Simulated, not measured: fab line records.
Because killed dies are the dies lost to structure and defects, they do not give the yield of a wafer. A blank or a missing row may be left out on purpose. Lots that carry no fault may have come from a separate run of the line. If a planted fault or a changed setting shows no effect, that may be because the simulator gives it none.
Chamber matching    flow nand harc    rie diel-11 running NHARC_P_GATE_DESCUM_13: 4 sister chambers
The step chemistry O2, time 3 s. 4 wafers are shown with their chamber, then 7 later ones without.

WAFERS WITH THEIR CHAMBER
wafer   chamber  drypump motor current A (A)
L499.1  0        5.3
L499.5  3        5.5
L502.3  1        6.1
L502.5  2        6.4

WAFERS MISSING THEIR CHAMBER
wafer   drypump motor current A (A)
L502.6  6.2
L515.2  5.3
L515.4  6.4
L515.5  5.5
L517.1  6.1
L517.3  5.3
L517.5  6.2

WHICH CHAMBER EACH WENT THROUGH
wafer   from the rows above      in truth
L502.6  can't be placed: 1 or 2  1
L515.2  0                        0
L515.4  2                        2
L515.5  3                        3
L517.1  1                        1
L517.3  0                        0
L517.5  can't be placed: 1 or 2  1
Correctly placed: 5 of 7. Not placeable from these rows: 2 (in 2, the candidates include the true chamber). Placed wrongly: 0.
How it was worked out, from the rows above alone: a wafer's distance from a chamber is the root of the sum, over the readings, of the square of ((its reading less the chamber's mean) divided by the reading's scatter). The wafer belongs to the nearest chamber; if the next one is less than 2 further off, it can't be placed. Each chamber's mean is taken over the wafers shown for it. The scatter: root of mean squared gap, hidden wafer to nearest shown wafer, with one shown wafer a chamber.
